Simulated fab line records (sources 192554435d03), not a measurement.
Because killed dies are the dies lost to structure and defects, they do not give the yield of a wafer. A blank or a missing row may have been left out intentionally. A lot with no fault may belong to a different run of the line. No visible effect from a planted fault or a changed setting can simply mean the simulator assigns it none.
fab line records -- flow n5_finfet
record lots=11, wafers=33, last_day=17
route steps=1938 shown BEOL_M11@1600 BEOL_M12@1604 PASSIVATION@1936
lots with no fault: from the same line, run without faults
start_h: the number of hours between the record's first day and the start of the first shown wafer of the lot -- wait_h: how many hours have passed since the lot's step before this one -- " repeats the value in the row above -- L1.1+2: a row that stands for several wafers -- - value missing, or start not given -- * or withheld: withheld -- < > ~ a bound
route shown NAME@n: NAME is a module with steps in the file, n the number in the route of the first one -- usual: mean/standard deviation of fault-free wafers -- same: alike in all rows -- chamber/n: place in a boat -- sites: each site's reading -- _std_site: standard deviation across them -- _edge_site: mean of outer sites minus mean of inner sites -- radius_mm: for every site, how far away it sits from the centre of the wafer -- mask NAME#n: copy n -- behind: the last tool/chamber to shape the wafer -- hold: why the lot was held/for how many hours/how that ended -- device: transistor that didn't switch, given as n, p or np -- end of line: the same wafers' tests at the end of the route -- for a step that has no rows: nothing shown but its recipe -- killed: dies that structure and defects cost at the first sort, which is not the same as the wafer's yield -- map: a wafer's dies, marking killed ones x, the rest . and places with no die _
set.NAME: the run value of the setting; set.NAME@STEP: its run value at that earlier step -- model.NAME: the simulator's own value behind a step, which no gauge read
the route's steps for a sample of lots (tables are steps, rows are wafers)
services: from which hour (start_h, from the record's first day; less than 0 if before it) a tool's chamber was out of use, for how many hours, and why
## steps
# step N5_BEOL_M11_RS_MEAS_57
# recipe thk_meas_gauge=four-point-probe, reads=Cu_of_BEOL_M11_ECD_50+Co_of_BEOL_M11_CVD_75+TaN_of_BEOL_M11_ALD_74
# usual M11_RS=0.1507/0.0025
lot.wafer,tool,chamber,start_h,wait_h,M11_RS[ohm/sq]
L440.1,film_metro-01,-,235.56,0.0,0.1518
L440.4,film_metro-01,-,235.56,0.0,0.1543
L440.5,film_metro-01,-,235.56,0.0,0.1533
L443.1,film_metro-02,-,278.16,0.1,0.1517
L443.5,film_metro-02,-,278.16,0.1,0.1517
L443.6,film_metro-02,-,278.16,0.1,0.1511
L445.2,film_metro-01,-,298.41,0.0,0.1528
L445.4,film_metro-01,-,298.41,0.0,0.1462
L445.6,film_metro-01,-,298.41,0.0,0.1491
L446.1,film_metro-02,-,305.14,0.0,0.1534
L446.2,film_metro-02,-,305.14,0.0,0.1473
L446.5,film_metro-02,-,305.14,0.0,0.1474
L447.1,film_metro-02,-,305.43,0.0,0.1488
L447.2,film_metro-02,-,305.43,0.0,0.1475
L447.5,film_metro-02,-,305.43,0.0,0.1524
L450.1,film_metro-01,-,315.09,0.0,0.1495
L450.4,film_metro-01,-,315.09,0.0,0.1521
L450.5,film_metro-01,-,315.09,0.0,0.1475
L448.2,film_metro-02,-,317.54,0.0,0.1493
L448.4,film_metro-02,-,317.54,0.0,0.1522
L448.5,film_metro-02,-,317.54,0.0,0.1517
L457.1,film_metro-02,-,361.00,0.0,0.1510
L457.4,film_metro-02,-,361.00,0.0,0.1514
L457.5,film_metro-02,-,361.00,0.0,0.1521
L458.1,film_metro-02,-,361.58,0.0,0.1518
L458.4,film_metro-02,-,361.58,0.0,0.1505
L458.5,film_metro-02,-,361.58,0.0,0.1475
L462.1,film_metro-01,-,367.40,0.0,0.1556
L462.3,film_metro-01,-,367.40,0.0,0.1503
L462.5,film_metro-01,-,367.40,0.0,0.1504
L460.1,film_metro-01,-,375.94,0.0,0.1510
L460.5,film_metro-01,-,375.94,0.0,0.1438
L460.6,film_metro-01,-,375.94,0.0,0.1502
# step N5_BEOL_M11_INSPECT_58
# recipe inspect_instrument=darkfield, mode=post_dep
# usual raw_defect_count=83/31
lot.wafer,tool,chamber,start_h,wait_h,raw_defect_count
L440.1,defect_inspect-02,-,235.58,0.0,56
L440.4,defect_inspect-02,-,235.58,0.0,170
L440.5,defect_inspect-02,-,235.58,0.0,121
L443.1,defect_inspect-02,-,278.18,0.0,51
L443.5,defect_inspect-02,-,278.18,0.0,95
L443.6,defect_inspect-02,-,278.18,0.0,55
L445.2,defect_inspect-01,-,298.44,0.0,72
L445.4,defect_inspect-01,-,298.44,0.0,52
L445.6,defect_inspect-01,-,298.44,0.0,74
L446.1,defect_inspect-02,-,305.16,0.0,77
L446.2,defect_inspect-02,-,305.16,0.0,108
L446.5,defect_inspect-02,-,305.16,0.0,80
L447.1,defect_inspect-02,-,305.45,0.0,76
L447.2,defect_inspect-02,-,305.45,0.0,77
L447.5,defect_inspect-02,-,305.45,0.0,93
L450.1,defect_inspect-02,-,315.12,0.0,183
L450.4,defect_inspect-02,-,315.12,0.0,88
L450.5,defect_inspect-02,-,315.12,0.0,140
L448.2,defect_inspect-01,-,317.56,0.0,75
L448.4,defect_inspect-01,-,317.56,0.0,56
L448.5,defect_inspect-01,-,317.56,0.0,58
L457.1,defect_inspect-01,-,361.03,0.0,24
L457.4,defect_inspect-01,-,361.03,0.0,64
L457.5,defect_inspect-01,-,361.03,0.0,71
L458.1,defect_inspect-02,-,361.60,0.0,63
L458.4,defect_inspect-02,-,361.60,0.0,77
L458.5,defect_inspect-02,-,361.60,0.0,60
L462.1,defect_inspect-01,-,367.42,0.0,95
L462.3,defect_inspect-01,-,367.42,0.0,62
L462.5,defect_inspect-01,-,367.42,0.0,118
L460.1,defect_inspect-01,-,375.97,0.0,89
L460.5,defect_inspect-01,-,375.97,0.0,80
L460.6,defect_inspect-01,-,375.97,0.0,80
# step N5_BEOL_M12_COAT_58
# recipe resist=BARC, temp_c=205, time_s=60, spin_rpm=1500, resist_thk_nm=89
# usual spin_speed_rpm=1500.1/1.1
# same time_s=60
lot.wafer,tool,chamber,start_h,wait_h,spin_speed_rpm
L440.1,litho_track-02,0,235.78,0.0,1501.0
L440.4,litho_track-02,0,235.78,0.0,1500.3
L440.5,litho_track-02,0,235.78,0.0,1501.8
L443.1,litho_track-01,0,278.38,0.0,1500.0
L443.5,litho_track-01,0,278.38,0.0,1502.0
L443.6,litho_track-01,0,278.38,0.0,1501.2
L445.2,litho_track-02,0,298.64,0.0,1500.6
L445.4,litho_track-02,0,298.64,0.0,1499.6
L445.6,litho_track-02,0,298.64,0.0,1499.4
L446.1,litho_track-02,0,305.36,0.0,1501.3
L446.2,litho_track-02,0,305.36,0.0,1501.8
L446.5,litho_track-02,0,305.36,0.0,1499.7
L447.1,litho_track-02,0,305.65,0.0,1405.6
L447.2,litho_track-02,0,305.65,0.0,1405.6
L447.5,litho_track-02,0,305.65,0.0,1406.8
L450.1,litho_track-02,0,315.37,0.0,1404.5
L450.4,litho_track-02,0,315.37,0.0,1408.3
L450.5,litho_track-02,0,315.37,0.0,1407.6
L448.2,litho_track-01,0,317.76,0.0,1500.3
L448.4,litho_track-01,0,317.76,0.0,1500.1
L448.5,litho_track-01,0,317.76,0.0,1499.0
L457.1,litho_track-04,0,361.23,0.0,1499.9
L457.4,litho_track-04,0,361.23,0.0,1501.0
L457.5,litho_track-04,0,361.23,0.0,1500.6
L458.1,litho_track-04,0,361.80,0.0,1501.1
L458.4,litho_track-04,0,361.80,0.0,1501.7
L458.5,litho_track-04,0,361.80,0.0,1500.4
L462.1,litho_track-04,0,367.62,0.0,1500.1
L462.3,litho_track-04,0,367.62,0.0,1499.9
L462.5,litho_track-04,0,367.62,0.0,1500.0
L460.1,litho_track-04,0,376.17,0.0,1502.3
L460.5,litho_track-04,0,376.17,0.0,1499.7
L460.6,litho_track-04,0,376.17,0.0,1500.7
# step N5_BEOL_M12_INSPECT_12
# recipe mode=adi, inspect_instrument=macro
# usual raw_defect_count=2.3/1.5
lot.wafer,tool,chamber,start_h,wait_h,raw_defect_count
L440.1,defect_inspect-01,-,236.23,0.0,1
L440.4,defect_inspect-01,-,236.23,0.0,1
L440.5,defect_inspect-01,-,236.23,0.0,2
L443.1,defect_inspect-02,-,278.71,0.0,3
L443.5,defect_inspect-02,-,278.71,0.0,3
L443.6,defect_inspect-02,-,278.71,0.0,2
L445.2,defect_inspect-02,-,299.09,0.0,1
L445.4,defect_inspect-02,-,299.09,0.0,0
L445.6,defect_inspect-02,-,299.09,0.0,1
L446.1,defect_inspect-02,-,305.69,0.0,3
L446.2,defect_inspect-02,-,305.69,0.0,1
L446.5,defect_inspect-02,-,305.69,0.0,1
L447.1,defect_inspect-02,-,306.11,0.0,2
L447.2,defect_inspect-02,-,306.11,0.0,5
L447.5,defect_inspect-02,-,306.11,0.0,1
L450.1,defect_inspect-02,-,315.82,0.0,1
L450.4,defect_inspect-02,-,315.82,0.0,0
L450.5,defect_inspect-02,-,315.82,0.0,2
L448.2,defect_inspect-01,-,318.21,0.0,2
L448.4,defect_inspect-01,-,318.21,0.0,1
L448.5,defect_inspect-01,-,318.21,0.0,1
L457.1,defect_inspect-01,-,361.68,0.0,4
L457.4,defect_inspect-01,-,361.68,0.0,3
L457.5,defect_inspect-01,-,361.68,0.0,1
L458.1,defect_inspect-02,-,362.27,0.0,4
L458.4,defect_inspect-02,-,362.27,0.0,4
L458.5,defect_inspect-02,-,362.27,0.0,2
L462.1,defect_inspect-02,-,367.95,0.0,5
L462.3,defect_inspect-02,-,367.95,0.0,0
L462.5,defect_inspect-02,-,367.95,0.0,2
L460.1,defect_inspect-01,-,376.50,0.0,2
L460.5,defect_inspect-01,-,376.50,0.0,0
L460.6,defect_inspect-01,-,376.50,0.0,2
# step N5_BEOL_M12_STRIP_64
# recipe chemistry=N2/H2, power_w=1000, temp_c=250, h2_frac=0.65, overash_fraction=0.3, pressure_mtorr=withheld, n2_flow_sccm=1750, h2_flow_sccm=3250
# usual drypump_motor_current_A=5.36/0.089, heater_power_w=347/24, oes_product_au=0.715/0.0045, strip_time_to_endpoint_s=31.28/0.064, temp_c=249.97/0.2
lot.wafer,tool,chamber,start_h,wait_h,drypump_motor_current_A,heater_power_w,oes_product_au,rf_hours_counter_h,strip_time_to_endpoint_s,temp_c
L440.1,plasma_asher-01,1,236.61,0.0,5.49,296,0.719,66,31.36,250.15
L440.4,plasma_asher-01,1,236.61,0.0,5.52,294,0.720,-,31.29,250.36
L440.5,plasma_asher-01,1,236.61,0.0,5.49,301,0.724,-,31.31,250.24
L443.1,plasma_asher-02,0,279.09,0.0,5.30,357,0.721,131,31.17,249.83
L443.5,plasma_asher-02,1,279.09,0.0,5.32,358,0.716,-,31.24,250.15
L443.6,plasma_asher-02,0,279.09,0.0,5.31,349,0.718,-,31.26,249.79
L445.2,plasma_asher-01,0,299.50,0.0,5.45,343,0.716,78,31.25,249.98
L445.4,plasma_asher-01,0,299.50,0.0,5.46,354,0.712,-,31.21,249.69
L445.6,plasma_asher-01,1,299.50,0.0,5.51,300,0.715,-,31.19,249.85
L446.1,plasma_asher-01,1,306.07,0.0,5.50,307,0.709,79,31.29,249.74
L446.2,plasma_asher-01,0,306.07,0.0,5.46,347,0.716,79,31.33,249.79
L446.5,plasma_asher-01,0,306.07,0.0,5.50,355,0.716,-,31.23,249.96
L447.1,plasma_asher-02,1,306.49,0.0,5.30,369,0.722,135,32.06,250.22
L447.2,plasma_asher-02,0,306.49,0.0,5.29,347,0.718,135,32.08,250.08
L447.5,plasma_asher-02,1,306.49,0.0,5.31,366,0.714,-,32.09,250.39
L450.1,plasma_asher-02,1,316.30,0.0,5.31,366,0.711,137,32.10,249.89
L450.4,plasma_asher-02,0,316.30,0.0,5.28,359,0.713,-,32.19,249.88
L450.5,plasma_asher-02,1,316.30,0.0,5.29,365,0.718,-,32.19,249.89
L448.2,plasma_asher-02,1,318.60,0.0,5.30,366,0.710,138,31.28,249.95
L448.4,plasma_asher-02,1,318.60,0.0,5.31,369,0.715,-,31.38,249.84
L448.5,plasma_asher-02,0,318.60,0.0,5.29,362,0.714,-,31.27,250.12
L457.1,plasma_asher-02,1,362.06,0.0,5.31,363,0.724,146,31.30,250.15
L457.4,plasma_asher-02,1,362.06,0.0,5.32,375,0.715,-,31.37,250.21
L457.5,plasma_asher-02,1,362.06,0.0,5.32,373,0.718,-,31.27,249.81
L458.1,plasma_asher-02,0,362.96,0.0,5.30,365,0.715,146,31.33,250.29
L458.4,plasma_asher-02,0,362.96,0.0,5.28,358,0.712,-,31.28,250.26
L458.5,plasma_asher-02,0,362.96,0.0,5.30,352,0.720,-,31.35,249.98
L462.1,plasma_asher-01,1,368.46,0.0,5.52,297,0.714,94,31.35,250.03
L462.3,plasma_asher-01,0,368.46,0.0,5.50,342,0.723,-,31.28,249.74
L462.5,plasma_asher-01,0,368.46,0.0,5.48,352,0.715,-,31.30,249.87
L460.1,plasma_asher-02,1,377.02,0.0,5.31,369,0.714,149,31.25,249.88
L460.5,plasma_asher-02,0,377.02,0.0,5.28,352,0.722,-,31.27,249.66
L460.6,plasma_asher-02,1,377.02,0.0,5.29,366,0.713,-,31.29,250.10
# step N5_PASSIVATION_PROBE_49
# usual defect_limited_yield=91.1/1.4, killed_at_M0_to_M3=33/10, killed_at_M4_up=15/5.8, killed_at_contacts=13/5.9, killed_at_front_end=39/11, killed_at_other=4/3.6, killed_dies=105/16, killed_open=68/11, killed_short=34/7.8, sort_bin_5_function=5.2/0.88, sort_bin_6_memory=3.3/0.61, sort_n_pass=1075/16, sort_yield_pct=91.1/1.4
# same gross_dies=1180, killed_at_back_side=0, sort_bin_4_leakage[%]=0, sort_bin_8_speed[%]=0
lot.wafer,tool,chamber,start_h,wait_h,defect_limited_yield[%],killed_at_M0_to_M3,killed_at_M4_up,killed_at_contacts,killed_at_front_end,killed_at_other,killed_dies,killed_open,killed_short,sort_bin_5_function[%],sort_bin_6_memory[%],sort_n_pass,sort_yield_pct[%]
L445.2,prober-01,-,340.70,0.1,92.1,11,8,19,51,4,93,63,28,3.9,3.6,1087,92.1
L445.4,prober-01,-,340.80,0.2,90.7,30,10,15,49,6,110,70,38,5.7,3.2,1070,90.7
L445.6,prober-01,-,340.90,0.3,89.6,35,19,17,46,6,123,87,33,6.1,4.0,1057,89.6
L447.1,prober-01,-,347.40,0.0,91.9,30,6,15,41,4,96,59,32,4.4,3.4,1084,91.9
L447.2,prober-01,-,347.45,0.1,91.5,31,7,9,49,4,100,62,35,5.0,3.1,1080,91.5
L447.5,prober-01,-,347.60,0.2,91.4,30,10,24,35,2,101,64,31,4.5,3.6,1079,91.4
L458.1,prober-02,-,402.30,0.0,93.6,23,9,18,26,0,76,58,18,3.8,2.5,1104,93.6
L458.4,prober-02,-,402.45,0.2,92.6,21,18,12,34,2,87,52,32,3.9,3.2,1093,92.6
L458.5,prober-02,-,402.50,0.2,91.9,20,18,24,34,0,96,58,36,5.1,2.5,1084,91.9
L457.1,prober-01,-,406.61,0.0,89.7,40,12,23,44,2,121,70,51,6.2,3.3,1059,89.7
L457.4,prober-01,-,406.76,0.2,91.6,29,12,11,46,1,99,61,38,5.3,2.8,1081,91.6
L457.5,prober-01,-,406.81,0.2,91.4,36,8,24,32,2,102,70,32,5.3,3.0,1078,91.4
L462.1,prober-01,-,408.41,0.0,94.3,28,3,5,26,5,67,38,28,3.7,1.7,1113,94.3
L462.3,prober-01,-,408.51,0.1,91.4,43,10,9,39,1,102,70,31,5.3,3.2,1078,91.4
L462.5,prober-01,-,408.61,0.2,92.6,41,8,3,34,1,87,57,24,4.5,2.8,1093,92.6
# killed by level:class
L445.2 FIN_SAQP:geometric_particle:open=17 MOL_CONTACT_COAG:geometric_particle:open=16 FIN_SAQP:geometric_particle:short=13 BEOL_M0_SAQP:geometric_particle:open=5 STARTING-WAFER:geometric_particle:open=5 GATE_CUT:geometric_particle:short=3 MOL_CONTACT_COAG:geometric_particle:short=3 STI_FIN_REVEAL:geometric_particle:open=2
L445.4 FIN_SAQP:geometric_particle:open=13 FIN_SAQP:geometric_particle:short=9 MOL_CONTACT_COAG:geometric_particle:open=9 BEOL_M2:geometric_particle:open=7 BEOL_M3:geometric_particle:open=7 STI_FIN_REVEAL:geometric_particle:open=5 DUMMY_GATE:geometric_particle:open=5 MOL_CONTACT_COAG:geometric_particle:short=5
L445.6 MOL_CONTACT_COAG:geometric_particle:open=12 GATE_CUT:geometric_particle:short=10 FIN_SAQP:geometric_particle:open=8 BEOL_M5:geometric_particle:open=8 BEOL_M3:geometric_particle:open=7 STI_FIN_REVEAL:geometric_particle:open=6 BEOL_M0_SAQP:geometric_particle:open=6 MOL_CONTACT_COAG:geometric_particle:short=5
L447.1 STI_FIN_REVEAL:geometric_particle:open=12 MOL_CONTACT_COAG:geometric_particle:open=11 FIN_SAQP:geometric_particle:short=9 BEOL_M0_SAQP:geometric_particle:open=9 BEOL_M3:geometric_particle:open=7 GATE_CUT:geometric_particle:short=5 BEOL_M1:geometric_particle:open=4 MOL_CONTACT_COAG:geometric_particle:short=4
L447.2 STI_FIN_REVEAL:geometric_particle:open=13 BEOL_M0_SAQP:geometric_particle:short=9 MOL_CONTACT_COAG:geometric_particle:open=8 GATE_CUT:geometric_particle:short=7 BEOL_M0_SAQP:geometric_particle:open=7 GATE_CUT:geometric_particle:open=5 BEOL_M3:geometric_particle:open=5 FIN_SAQP:geometric_particle:short=4
L447.5 MOL_CONTACT_COAG:geometric_particle:open=17 BEOL_M0_SAQP:geometric_particle:open=8 BEOL_M0_SAQP:geometric_particle:short=8 BEOL_M3:geometric_particle:open=8 STI_FIN_REVEAL:geometric_particle:open=7 GATE_CUT:geometric_particle:short=7 MOL_CONTACT_COAG:geometric_particle:short=7 BEOL_M4:geometric_particle:open=5
L458.1 MOL_CONTACT_COAG:geometric_particle:open=16 STI_FIN_REVEAL:geometric_particle:open=10 BEOL_M4:geometric_particle:open=5 BEOL_M0_SAQP:geometric_particle:open=5 BEOL_M2:geometric_particle:open=5 DUMMY_GATE:geometric_particle:open=4 GATE_CUT:geometric_particle:short=4 BEOL_M0_SAQP:geometric_particle:short=3
L458.4 FIN_SAQP:geometric_particle:short=11 STI_FIN_REVEAL:geometric_particle:open=9 FIN_SAQP:geometric_particle:open=7 MOL_CONTACT_COAG:geometric_particle:open=7 BEOL_M4:geometric_particle:open=6 BEOL_M1:geometric_particle:open=5 MOL_CONTACT_COAG:geometric_particle:short=5 BEOL_M0_SAQP:geometric_particle:open=5
L458.5 MOL_CONTACT_COAG:geometric_particle:open=19 STI_FIN_REVEAL:geometric_particle:open=10 BEOL_M4:geometric_particle:short=9 FIN_SAQP:geometric_particle:short=8 GATE_CUT:geometric_particle:short=5 MOL_CONTACT_COAG:geometric_particle:short=5 BEOL_M0_SAQP:geometric_particle:open=5 BEOL_M0_SAQP:geometric_particle:short=4
L457.1 MOL_CONTACT_COAG:geometric_particle:open=18 FIN_SAQP:geometric_particle:short=13 BEOL_M3:geometric_particle:open=9 BEOL_M2:geometric_particle:open=9 FIN_SAQP:geometric_particle:open=7 BEOL_M0_SAQP:geometric_particle:short=7 MOL_CONTACT_COAG:geometric_particle:short=5 ILD0:geometric_particle:short=4
L457.4 FIN_SAQP:geometric_particle:short=18 BEOL_M3:geometric_particle:open=14 FIN_SAQP:geometric_particle:open=9 MOL_CONTACT_COAG:geometric_particle:open=8 BEOL_M4:geometric_particle:open=8 DUMMY_GATE:geometric_particle:open=5 BEOL_M0_SAQP:geometric_particle:open=5 BEOL_M4:geometric_particle:short=4
L457.5 MOL_CONTACT_COAG:geometric_particle:open=20 FIN_SAQP:geometric_particle:open=10 BEOL_M3:geometric_particle:open=10 FIN_SAQP:geometric_particle:short=9 BEOL_M1:geometric_particle:open=6 BEOL_M0_SAQP:geometric_particle:open=5 MOL_CONTACT_COAG:geometric_particle:short=4 BEOL_M4:geometric_particle:open=4
L462.1 BEOL_M2:geometric_particle:open=7 BEOL_M3:geometric_particle:open=6 FIN_SAQP:geometric_particle:open=5 STI_FIN_REVEAL:geometric_particle:open=5 STI_FIN_REVEAL:geometric_particle:short=4 BEOL_M0_SAQP:geometric_particle:open=4 BEOL_M1:geometric_particle:short=4 MOL_CONTACT_COAG:geometric_particle:open=3
L462.3 BEOL_M0_SAQP:geometric_particle:open=12 STI_FIN_REVEAL:geometric_particle:open=10 BEOL_M0_SAQP:geometric_particle:short=10 BEOL_M3:geometric_particle:open=8 MOL_CONTACT_COAG:geometric_particle:open=7 BEOL_M2:geometric_particle:open=5 ILD0:geometric_particle:open=5 DUMMY_GATE:geometric_particle:open=4
L462.5 BEOL_M0_SAQP:geometric_particle:open=11 FIN_SAQP:geometric_particle:open=10 BEOL_M2:geometric_particle:open=8 BEOL_M0_SAQP:geometric_particle:short=5 BEOL_M2:geometric_particle:short=5 GATE_CUT:geometric_particle:open=4 BEOL_M1:geometric_particle:open=4 PMOS_HMC_CHANNEL_EPI:coat_microbubble_printed=4
## services
tool,chamber,start_h,hours,kind
litho_track-01,-,319.78,-,consumable_replace:filter
litho_track-01,-,320.16,-,consumable_replace:filter
plasma_asher-01,-,353.98,1.1,repair
## key
first_sign step=N5_BEOL_M12_COAT_58, reading=spin_speed_rpm, direction=down, sigmas=82, usual=*, struck=*
effect step=N5_BEOL_M12_STRIP_64, reading=strip_time_to_endpoint_s, direction=up, sigmas=13, usual=*, struck=*
met_at N5_BEOL_M12_COAT_58
struck_lots L447,L450
not_acting_at N5_BEOL_M11_RS_MEAS_57,N5_BEOL_M11_INSPECT_58,N5_BEOL_M12_INSPECT_12
onset_between 305.36 305.65
fault kind=process_parameter_drift, tool=litho_track-02, chamber=-, onset_h=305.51, steps=N5_BEOL_M12_COAT_58, channel=spin_rpm, offset=*, shape=step, end_h=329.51, acts_in=*, stated=*
